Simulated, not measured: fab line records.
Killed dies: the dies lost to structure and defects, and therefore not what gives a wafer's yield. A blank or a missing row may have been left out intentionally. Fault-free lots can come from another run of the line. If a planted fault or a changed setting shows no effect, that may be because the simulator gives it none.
fab line records + flow n5Finfet + part 2 of 2: steps 4 to 6 of 6
[record]
- lots = 23
- wafers = 69
- lastDay = 18
route steps=1938 shown BEOL_M9@1467 BEOL_M10@1486
lots untouched by any fault: they come from a run of this same line in which no faults occurred
startH: start of the lot's first displayed wafer, in hours after the record's first day + waitH: hours elapsed since this lot's preceding step + " identical to the entry in the row above + L1.1+2: a single row standing in for several wafers + - no value present, or no start provided + * or withheld: withheld + < > ~ a bound
route shown NAME@n: names a module that has steps shown in the file, with the first one's number in the route + usual: average and standard deviation across the fault-free wafers + same: alike in all rows + chamber/n: place in a boat + sites: the reading at each site + _std_site: the standard deviation of these + _edge_site: the outer-site mean with the inner-site mean subtracted + radiusMm: how far each site lies from the wafer's centre + mask NAME#n: copy n + behind: the tool/chamber that last shaped the wafer + hold: why the lot was held/for how many hours/how that ended + device: names the non-switching transistor (n, p or np) + end of line: tests of these same wafers at the route's end + a step with no rows: only its recipe + killed: at the first sort, the dies lost to defects and structure; wafer yield is something else + map: a wafer's dies, marking killed ones x, the rest . and places with no die _
set.NAME: the setting as run; set.NAME@STEP: as run at that earlier step + model.NAME: the simulator's own value behind a step, which no gauge read
route steps across a sampled set of lots; one table per step, one row per wafer
services: a tool's chamber out of use, with start hour (startH, from the record's first day; less than 0 if before it), hours out, and reason
[[steps]]
[step N5_BEOL_M10_ETCH_41]
[recipe]
- chemistry = CH3F/O2
- target = SiCN
- targetDepthA = 426
- taperDeg = 2
- timeS = 86
- ionEnergyEv = 120
- maskMaterial = TiN
- pressureMtorr = 30
- sourceW = 395
- biasW = 75
- Ar_flow_sccm = 150
- CH3F_flow_sccm = 30
- O2_flow_sccm = 20
[usual]
- CH3F_flow_sccm = 30.00/0.084
- O2_flow_sccm = 20.01/0.057
- drypumpMotorCurrentA = 5.5/0.55
- oesProductAu = 0.77/0.053
- rfVppV = 297.9/1.6
- showerheadPlenumPTorr = 2.04/0.07
- throttleValvePct = 16.44/0.15
[same]
- timeS = 86
| lot.wafer | tool       | chamber | startH | waitH | CH3F_flow_sccm | O2_flow_sccm | drypumpMotorCurrentA | oesProductAu | rfHoursCounterH | rfVppV | showerheadPlenumPTorr | throttleValvePct |
|-----------|------------|---------|--------|-------|----------------|--------------|----------------------|--------------|-----------------|--------|-----------------------|------------------|
| L076.1    | rieDiel-05 | 2       | -      | -     | 30.07          | 19.99        | 5.6                  | 0.86         | 70              | 299.7  | 2.12                  | 16.37            |
| L076.3    | "          | 3       | "      | "     | 29.94          | 20.05        | 4.6                  | 0.81         | 85              | 299.3  | 2.11                  | 16.43            |
| L076.6    | "          | 2       | "      | "     | 30.19          | 20.07        | 5.6                  | 0.85         | -               | 298.5  | 2.12                  | 16.36            |
| L075.2    | rieDiel-05 | 3       | -      | -     | 30.02          | 19.97        | 4.6                  | 0.80         | 90              | 299.0  | 2.11                  | 16.43            |
| L075.4    | "          | 1       | "      | "     | 30.13          | 20.04        | 5.7                  | 0.81         | 97              | 296.4  | 1.93                  | 16.26            |
| L075.6    | "          | 2       | "      | "     | 29.92          | 20.04        | 5.6                  | 0.85         | -               | 300.4  | 2.12                  | 16.38            |
| L077.1    | rieDiel-01 | 0       | -      | -     | 29.99          | 19.96        | 6.4                  | 0.79         | 117             | 296.8  | 2.01                  | 16.17            |
| L077.3    | "          | 3       | "      | "     | 29.99          | 20.05        | 5.3                  | 0.69         | 209             | 297.9  | 2.07                  | 16.42            |
| L077.6    | "          | 3       | "      | "     | 30.12          | 20.07        | 5.4                  | 0.70         | -               | 299.8  | 2.07                  | 16.42            |
| L079.3    | rieDiel-01 | 3       | -      | -     | 29.94          | 19.98        | 5.3                  | 0.69         | 216             | 297.8  | 2.07                  | 16.44            |
| L079.4    | "          | 2       | "      | "     | 30.02          | 20.00        | 5.0                  | 0.71         | 207             | 297.9  | 2.07                  | 16.67            |
| L079.6    | "          | 1       | "      | "     | 30.08          | 19.96        | 5.2                  | 0.82         | -               | 296.9  | 2.03                  | 16.28            |
| L078.3    | rieDiel-05 | 2       | -      | -     | 29.88          | 20.03        | 5.6                  | 0.84         | 81              | 299.1  | 2.12                  | 16.41            |
| L078.4    | "          | 2       | "      | "     | 29.87          | 20.00        | 5.6                  | 0.84         | -               | 299.4  | 2.12                  | 16.39            |
| L078.5    | "          | 3       | "      | "     | 29.92          | 19.97        | 4.6                  | 0.80         | -               | 298.2  | 2.11                  | 16.44            |
| L081.2    | rieDiel-05 | 2       | -      | -     | 30.20          | 20.06        | 5.6                  | 0.84         | 81              | 300.5  | 2.12                  | 16.38            |
| L081.3    | "          | 3       | "      | "     | 29.90          | 20.01        | 4.6                  | 0.80         | 96              | 298.7  | 2.11                  | 16.43            |
| L081.5    | "          | 2       | "      | "     | 30.01          | 20.09        | 5.6                  | 0.83         | -               | 299.6  | 2.12                  | 16.39            |
| L080.1    | rieDiel-01 | 0       | -      | -     | 29.99          | 19.93        | 6.4                  | 0.79         | 123             | 297.5  | 2.01                  | 16.18            |
| L080.3    | "          | 3       | "      | "     | 29.92          | 20.09        | 5.3                  | 0.69         | 216             | 300.3  | 2.07                  | 16.44            |
| L080.6    | "          | 3       | "      | "     | 30.11          | 20.02        | 5.3                  | 0.69         | -               | 297.7  | 2.07                  | 16.42            |
| L074.1    | rieDiel-05 | 0       | -      | -     | 30.00          | 20.13        | 6.2                  | 0.80         | 110             | 295.4  | 1.94                  | 16.58            |
| L074.5    | "          | 2       | "      | "     | 29.98          | 19.99        | 5.6                  | 0.83         | -               | 298.9  | 2.12                  | 16.39            |
| L074.6    | "          | 0       | "      | "     | 29.95          | 20.09        | 6.2                  | 0.78         | -               | 297.2  | 1.94                  | 16.58            |
| L082.1    | rieDiel-05 | 0       | -      | -     | 29.78          | 20.03        | 6.2                  | 0.79         | 110             | 295.9  | 1.94                  | 16.57            |
| L082.2    | "          | 3       | "      | "     | 29.99          | 20.13        | 4.6                  | 0.79         | 99              | 298.9  | 2.11                  | 16.45            |
| L082.4    | "          | 3       | "      | "     | 30.07          | 20.03        | 4.6                  | 0.80         | -               | 299.5  | 2.11                  | 16.43            |
| L084.1    | rieDiel-05 | 1       | -      | -     | 29.92          | 20.03        | 5.7                  | 0.81         | 105             | 297.1  | 1.93                  | 16.29            |
| L084.2    | "          | 3       | "      | "     | 30.09          | 19.94        | 4.6                  | 0.80         | 105             | 300.6  | 2.11                  | 16.46            |
| L084.6    | "          | 2       | "      | "     | 30.01          | 20.06        | 5.6                  | 0.83         | -               | 301.1  | 2.12                  | 16.40            |
| L083.1    | rieDiel-01 | 0       | -      | -     | 30.02          | 19.98        | 6.4                  | 0.77         | 131             | 298.6  | 2.01                  | 16.20            |
| L083.2    | "          | 2       | "      | "     | 29.98          | 19.95        | 5.0                  | 0.70         | 215             | 298.4  | 2.06                  | 16.66            |
| L083.4    | "          | 3       | "      | "     | 29.99          | 20.04        | 5.3                  | 0.69         | 223             | 298.3  | 2.07                  | 16.45            |
| L085.2    | rieDiel-05 | 2       | -      | -     | 30.01          | 19.98        | 5.6                  | 0.81         | 90              | 300.7  | 2.12                  | 16.42            |
| L085.3    | "          | 1       | "      | "     | 29.88          | 19.99        | 5.7                  | 0.81         | 106             | 295.5  | 1.93                  | 16.28            |
| L085.6    | "          | 1       | "      | "     | 29.89          | 20.05        | 5.6                  | 0.80         | -               | 295.5  | 1.93                  | 16.27            |
| L086.1    | rieDiel-01 | 1       | -      | -     | 30.04          | 20.00        | 5.2                  | 0.81         | 91              | 298.5  | 2.02                  | 16.33            |
| L086.3    | "          | 2       | "      | "     | 29.91          | 20.06        | 5.0                  | 0.70         | 224             | 299.8  | 2.06                  | 16.71            |
| L086.6    | "          | 1       | "      | "     | 30.12          | 19.96        | 5.2                  | 0.81         | -               | 299.3  | 2.02                  | 16.33            |
| L087.1    | rieDiel-01 | 3       | -      | -     | 30.12          | 19.87        | 5.3                  | 0.68         | 236             | 299.0  | 2.06                  | 16.46            |
| L087.3    | "          | 0       | "      | "     | 30.02          | 20.00        | 6.4                  | 0.76         | 142             | 296.4  | 2.00                  | 16.22            |
| L087.6    | "          | 3       | "      | "     | 30.13          | 20.03        | 5.3                  | 0.68         | -               | 298.5  | 2.06                  | 16.46            |
| L089.2    | rieDiel-05 | 0       | -      | -     | 30.02          | 20.06        | 6.2                  | 0.77         | 126             | 295.3  | 1.93                  | 16.61            |
| L089.3    | "          | 1       | "      | "     | 29.96          | 20.08        | 5.6                  | 0.78         | 123             | 294.2  | 1.92                  | 16.32            |
| L089.4    | "          | 2       | "      | "     | 29.95          | 20.10        | 5.6                  | 0.80         | 108             | 299.0  | 2.11                  | 16.45            |
| L091.3    | rieDiel-05 | 0       | -      | -     | 30.05          | 20.05        | 6.2                  | 0.77         | 129             | 295.6  | 1.93                  | 16.61            |
| L091.5    | "          | 0       | "      | "     | 30.18          | 20.01        | 6.2                  | 0.76         | -               | 294.4  | 1.93                  | 16.60            |
| L091.6    | "          | 1       | "      | "     | 30.01          | 19.95        | 5.7                  | 0.78         | -               | 295.7  | 1.92                  | 16.34            |
| L092.3    | rieDiel-05 | 0       | -      | -     | 29.88          | 19.91        | 6.2                  | 0.76         | 130             | 295.3  | 1.93                  | 16.62            |
| L092.4    | "          | 3       | "      | "     | 30.03          | 19.98        | 4.6                  | 0.76         | 124             | 299.2  | 2.10                  | 16.49            |
| L092.6    | "          | 1       | "      | "     | 29.81          | 19.94        | 5.7                  | 0.78         | -               | 296.2  | 1.92                  | 16.32            |
| L090.1    | rieDiel-03 | 2       | -      | -     | 29.95          | 20.05        | 5.3                  | 0.71         | 181             | 296.2  | 2.00                  | 16.80            |
| L090.4    | "          | 0       | "      | "     | 30.10          | 19.96        | 5.7                  | 0.71         | -               | 297.4  | 2.05                  | 16.41            |
| L090.5    | "          | 3       | "      | "     | 29.95          | 19.93        | 6.3                  | 0.89         | -               | 298.2  | 2.15                  | 16.40            |
| L093.1    | rieDiel-03 | 0       | -      | -     | 30.09          | 20.06        | 5.7                  | 0.70         | 213             | 298.8  | 2.05                  | 16.41            |
| L093.2    | "          | 3       | "      | "     | 30.00          | 20.05        | 6.3                  | 0.88         | 49              | 299.5  | 2.15                  | 16.43            |
| L093.4    | "          | 1       | "      | "     | 29.92          | 19.93        | 5.2                  | 0.73         | 176             | 297.1  | 1.99                  | 16.41            |
| L095.2    | rieDiel-03 | 1       | -      | -     | 30.09          | 20.05        | 5.3                  | 0.74         | 179             | 297.0  | 1.99                  | 16.43            |
| L095.3    | "          | 2       | "      | "     | 30.08          | 19.93        | 5.3                  | 0.71         | 190             | 296.6  | 2.00                  | 16.81            |
| L095.4    | "          | 0       | "      | "     | 29.99          | 20.03        | 5.6                  | 0.71         | 216             | 297.9  | 2.05                  | 16.42            |
| L094.1    | rieDiel-01 | 1       | -      | -     | 30.05          | 20.04        | 5.2                  | 0.78         | 113             | 295.3  | 2.01                  | 16.37            |
| L094.2    | "          | 0       | "      | "     | 29.97          | 19.99        | 6.3                  | 0.76         | 159             | 297.0  | 2.00                  | 16.26            |
| L094.5    | "          | 1       | "      | "     | 29.97          | 20.06        | 5.2                  | 0.78         | -               | 298.0  | 2.01                  | 16.37            |
| L097.2    | rieDiel-05 | 0       | -      | -     | 30.02          | 20.04        | 6.1                  | 0.75         | 141             | 295.2  | 1.93                  | 16.63            |
| L097.4    | "          | 1       | "      | "     | 30.07          | 19.84        | 5.7                  | 0.78         | 139             | 297.0  | 1.92                  | 16.33            |
| L097.5    | "          | 3       | "      | "     | 30.02          | 20.04        | 4.6                  | 0.76         | -               | 298.6  | 2.09                  | 16.51            |
| L096.2    | rieDiel-03 | 0       | -      | -     | 29.93          | 20.01        | 5.7                  | 0.70         | 219             | 297.9  | 2.05                  | 16.43            |
| L096.3    | "          | 2       | "      | "     | 29.96          | 19.95        | 5.3                  | 0.70         | 193             | 295.0  | 2.00                  | 16.79            |
| L096.4    | "          | 1       | "      | "     | 29.98          | 20.09        | 5.2                  | 0.74         | 182             | 297.1  | 1.99                  | 16.43            |
[step N5_BEOL_M10_SURFACE_TREAT_76]
[recipe]
- gas = Ar
- timeS = *
- ionEnergyEv = *
- ionCurrentMaCm2 = 0.5
- pressureMtorr = *
- arFlowSccm = 30
[usual]
- arFlowSccm = 30.00/0.093
- throttleValvePct = *
[same]
- timeS = *
| lot.wafer | tool          | chamber | startH | waitH | arFlowSccm | throttleValvePct |
|-----------|---------------|---------|--------|-------|------------|------------------|
| L076.1    | pvdSputter-03 | -       | 244.61 | 0.2   | 29.91      | *                |
| L076.3    | "             | -       | "      | "     | 29.94      | *                |
| L076.6    | "             | -       | "      | "     | 29.96      | *                |
| L075.2    | pvdSputter-03 | -       | 255.10 | 0.2   | 30.19      | *                |
| L075.4    | "             | -       | "      | "     | 30.09      | *                |
| L075.6    | "             | -       | "      | "     | 29.97      | *                |
| L077.1    | pvdSputter-03 | -       | 255.36 | 0.2   | 30.04      | *                |
| L077.3    | "             | -       | "      | "     | 30.02      | *                |
| L077.6    | "             | -       | "      | "     | 29.80      | *                |
| L079.3    | pvdSputter-01 | -       | 272.05 | 0.2   | 30.00      | *                |
| L079.4    | "             | -       | "      | "     | 30.03      | *                |
| L079.6    | "             | -       | "      | "     | 30.00      | *                |
| L078.3    | pvdSputter-01 | -       | 272.17 | 0.2   | 29.97      | *                |
| L078.4    | "             | -       | "      | "     | 30.05      | *                |
| L078.5    | "             | -       | "      | "     | 30.08      | *                |
| L081.2    | pvdSputter-02 | -       | 272.67 | 0.2   | 30.05      | *                |
| L081.3    | "             | -       | "      | "     | 30.22      | *                |
| L081.5    | "             | -       | "      | "     | 29.94      | *                |
| L080.1    | pvdSputter-01 | -       | 274.21 | 0.2   | 30.11      | *                |
| L080.3    | "             | -       | "      | "     | 29.97      | *                |
| L080.6    | "             | -       | "      | "     | 30.02      | *                |
| L074.1    | pvdSputter-02 | -       | 275.02 | 0.2   | 30.01      | *                |
| L074.5    | "             | -       | "      | "     | 29.86      | *                |
| L074.6    | "             | -       | "      | "     | 29.96      | *                |
| L082.1    | pvdSputter-01 | -       | 276.31 | 1.0   | 30.00      | *                |
| L082.2    | "             | -       | "      | "     | 29.95      | *                |
| L082.4    | "             | -       | "      | "     | 29.86      | *                |
| L084.1    | pvdSputter-01 | -       | 289.80 | 0.2   | 30.10      | *                |
| L084.2    | "             | -       | "      | "     | 30.08      | *                |
| L084.6    | "             | -       | "      | "     | 30.01      | *                |
| L083.1    | pvdSputter-01 | -       | 290.32 | 0.3   | 30.07      | *                |
| L083.2    | "             | -       | "      | "     | 30.03      | *                |
| L083.4    | "             | -       | "      | "     | 29.91      | *                |
| L085.2    | pvdSputter-03 | -       | 294.70 | 3.8   | 29.98      | *                |
| L085.3    | "             | -       | "      | "     | 29.81      | *                |
| L085.6    | "             | -       | "      | "     | 29.90      | *                |
| L086.1    | pvdSputter-03 | -       | 314.58 | 0.3   | 30.02      | *                |
| L086.3    | "             | -       | "      | "     | 30.01      | *                |
| L086.6    | "             | -       | "      | "     | 30.05      | *                |
| L087.1    | pvdSputter-01 | -       | 330.15 | 0.2   | 30.19      | *                |
| L087.3    | "             | -       | "      | "     | 30.01      | *                |
| L087.6    | "             | -       | "      | "     | 29.97      | *                |
| L089.2    | pvdSputter-03 | -       | 337.03 | 0.2   | 29.93      | *                |
| L089.3    | "             | -       | "      | "     | 29.92      | *                |
| L089.4    | "             | -       | "      | "     | 30.13      | *                |
| L091.3    | pvdSputter-02 | -       | 346.62 | 0.2   | 29.97      | *                |
| L091.5    | "             | -       | "      | "     | 29.90      | *                |
| L091.6    | "             | -       | "      | "     | 29.92      | *                |
| L092.3    | pvdSputter-03 | -       | 348.26 | 0.3   | 30.07      | *                |
| L092.4    | "             | -       | "      | "     | 30.03      | *                |
| L092.6    | "             | -       | "      | "     | 30.09      | *                |
| L090.1    | pvdSputter-03 | -       | 348.30 | 0.2   | 29.97      | *                |
| L090.4    | "             | -       | "      | "     | 29.99      | *                |
| L090.5    | "             | -       | "      | "     | 29.97      | *                |
| L093.1    | pvdSputter-02 | -       | 366.95 | 0.4   | 29.92      | *                |
| L093.2    | "             | -       | "      | "     | 30.13      | *                |
| L093.4    | "             | -       | "      | "     | 29.99      | *                |
| L095.2    | pvdSputter-03 | -       | 375.94 | 0.2   | 29.98      | *                |
| L095.3    | "             | -       | "      | "     | 30.01      | *                |
| L095.4    | "             | -       | "      | "     | 30.11      | *                |
| L094.1    | pvdSputter-02 | -       | 376.45 | 0.2   | 29.81      | *                |
| L094.2    | "             | -       | "      | "     | 30.20      | *                |
| L094.5    | "             | -       | "      | "     | 29.99      | *                |
| L097.2    | pvdSputter-02 | -       | 383.53 | 0.2   | 30.07      | *                |
| L097.4    | "             | -       | "      | "     | 29.91      | *                |
| L097.5    | "             | -       | "      | "     | 30.01      | *                |
| L096.2    | pvdSputter-01 | -       | 385.04 | 1.3   | 30.05      | *                |
| L096.3    | "             | -       | "      | "     | 29.96      | *                |
| L096.4    | "             | -       | "      | "     | 29.98      | *                |
[step N5_BEOL_M10_SPUTTER_48]
[recipe]
- material = Cu
- targetThkA = 120
- tempC = -20
- biasV = 60
- powerW = 26000
- chamberPressurePa = 0.13
- timeS = 2
[usual]
- throttleValvePct = 29.7/0.98
[same]
- timeS = 2
| lot.wafer | tool          | chamber | startH | waitH | throttleValvePct |
|-----------|---------------|---------|--------|-------|------------------|
| L076.1    | pvdSputter-03 | -       | 244.85 | 0.1   | 28.9             |
| L076.3    | "             | -       | "      | "     | 29.5             |
| L076.6    | "             | -       | "      | "     | 30.2             |
| L075.2    | pvdSputter-03 | -       | 255.28 | 0.1   | 30.1             |
| L075.4    | "             | -       | "      | "     | 29.9             |
| L075.6    | "             | -       | "      | "     | 29.6             |
| L077.1    | pvdSputter-03 | -       | 255.76 | 0.1   | 30.2             |
| L077.3    | "             | -       | "      | "     | 30.2             |
| L077.6    | "             | -       | "      | "     | 30.3             |
| L079.3    | pvdSputter-01 | -       | 272.29 | 0.1   | 30.7             |
| L079.4    | "             | -       | "      | "     | 30.8             |
| L079.6    | "             | -       | "      | "     | 31.6             |
| L078.3    | pvdSputter-02 | -       | 272.39 | 0.1   | 29.1             |
| L078.4    | "             | -       | "      | "     | 29.9             |
| L078.5    | "             | -       | "      | "     | 30.0             |
| L081.2    | pvdSputter-03 | -       | 273.57 | 0.6   | 30.3             |
| L081.3    | "             | -       | "      | "     | 30.4             |
| L081.5    | "             | -       | "      | "     | 28.8             |
| L080.1    | pvdSputter-03 | -       | 274.45 | 0.1   | 29.7             |
| L080.3    | "             | -       | "      | "     | 28.7             |
| L080.6    | "             | -       | "      | "     | 29.8             |
| L074.1    | pvdSputter-02 | -       | 275.20 | 0.1   | 29.9             |
| L074.5    | "             | -       | "      | "     | 28.1             |
| L074.6    | "             | -       | "      | "     | 29.0             |
| L082.1    | pvdSputter-01 | -       | 276.77 | 0.1   | 29.1             |
| L082.2    | "             | -       | "      | "     | 30.5             |
| L082.4    | "             | -       | "      | "     | 32.1             |
| L084.1    | pvdSputter-02 | -       | 290.06 | 0.2   | 29.8             |
| L084.2    | "             | -       | "      | "     | 29.1             |
| L084.6    | "             | -       | "      | "     | 29.2             |
| L083.1    | pvdSputter-01 | -       | 290.60 | 0.2   | 31.6             |
| L083.2    | "             | -       | "      | "     | 30.8             |
| L083.4    | "             | -       | "      | "     | 30.7             |
| L085.2    | pvdSputter-03 | -       | 295.34 | 0.4   | 30.1             |
| L085.3    | "             | -       | "      | "     | 28.7             |
| L085.6    | "             | -       | "      | "     | 28.9             |
| L086.1    | pvdSputter-02 | -       | 315.05 | 0.1   | 28.9             |
| L086.3    | "             | -       | "      | "     | 28.1             |
| L086.6    | "             | -       | "      | "     | 28.0             |
| L087.1    | pvdSputter-01 | -       | 330.43 | 0.1   | 29.5             |
| L087.3    | "             | -       | "      | "     | 30.5             |
| L087.6    | "             | -       | "      | "     | 30.8             |
| L089.2    | pvdSputter-02 | -       | 337.24 | 0.1   | 29.0             |
| L089.3    | "             | -       | "      | "     | 29.0             |
| L089.4    | "             | -       | "      | "     | 30.0             |
| L091.3    | pvdSputter-01 | -       | 346.86 | 0.1   | 31.7             |
| L091.5    | "             | -       | "      | "     | 30.8             |
| L091.6    | "             | -       | "      | "     | 29.2             |
| L090.1    | pvdSputter-03 | -       | 348.56 | 0.2   | 28.6             |
| L090.4    | "             | -       | "      | "     | 29.8             |
| L090.5    | "             | -       | "      | "     | 28.6             |
| L092.3    | pvdSputter-02 | -       | 348.58 | 0.2   | 28.9             |
| L092.4    | "             | -       | "      | "     | 29.0             |
| L092.6    | "             | -       | "      | "     | 28.1             |
| L093.1    | pvdSputter-01 | -       | 367.28 | 0.1   | 31.9             |
| L093.2    | "             | -       | "      | "     | 30.9             |
| L093.4    | "             | -       | "      | "     | 29.3             |
| L095.2    | pvdSputter-02 | -       | 376.13 | 0.1   | 28.8             |
| L095.3    | "             | -       | "      | "     | 28.9             |
| L095.4    | "             | -       | "      | "     | 29.9             |
| L094.1    | pvdSputter-02 | -       | 376.65 | 0.1   | 29.3             |
| L094.2    | "             | -       | "      | "     | 30.0             |
| L094.5    | "             | -       | "      | "     | 28.9             |
| L097.2    | pvdSputter-01 | -       | 384.96 | 1.3   | 30.7             |
| L097.4    | "             | -       | "      | "     | 29.4             |
| L097.5    | "             | -       | "      | "     | 31.8             |
| L096.2    | pvdSputter-01 | -       | 385.48 | 0.1   | 29.3             |
| L096.3    | "             | -       | "      | "     | 30.2             |
| L096.4    | "             | -       | "      | "     | 30.6             |
[[services]]
| tool          | chamber | startH | hours | kind                         |
|---------------|---------|--------|-------|------------------------------|
| rieDiel-03    | 3       | 216.77 | -     | clean                        |
| rieDiel-03    | 3       | 216.77 | -     | consumableReplace:focusRing  |
| rieDiel-03    | 3       | 216.77 | -     | consumableReplace:showerhead |
| rieDiel-03    | 3       | 216.77 | 18.6  | scheduledDown                |
| rieDiel-03    | 3       | 216.77 | 18.6  | ventCycle                    |
| rieDiel-01    | 0       | 228.17 | 6.0   | repair                       |
| pecvd-02      | 1       | 238.05 | 21.2  | repair                       |
| rieDiel-01    | -       | 238.12 | 15.6  | pm                           |
| pecvd-01      | 2       | 254.64 | 5.5   | scheduledDown                |
| pecvd-02      | -       | 260.45 | 0.9   | repair                       |
| rieDiel-01    | 1       | 263.76 | 3.0   | repair                       |
| pecvd-01      | -       | 276.86 | 5.5   | pm                           |
| pecvd-04      | 1       | 295.10 | 2.1   | scheduledDown                |
| rieDiel-01    | -       | 322.39 | 0.2   | repair                       |
| pecvd-01      | 1       | 326.34 | 5.5   | scheduledDown                |
| rieDiel-03    | 1       | 336.08 | 13.1  | repair                       |
| pecvd-04      | 0       | 342.55 | 3.9   | repair                       |
| pvdSputter-03 | -       | 350.34 | 3.1   | repair                       |
| pecvd-04      | 0       | 351.59 | 2.1   | scheduledDown                |
| pecvd-04      | 1       | 355.05 | 5.5   | scheduledDown                |
| rieDiel-01    | 3       | 372.47 | -     | clean                        |
| rieDiel-01    | 3       | 372.47 | -     | consumableReplace:focusRing  |
| rieDiel-01    | 3       | 372.47 | 19.3  | scheduledDown                |
| rieDiel-01    | 3       | 372.47 | 19.3  | ventCycle                    |
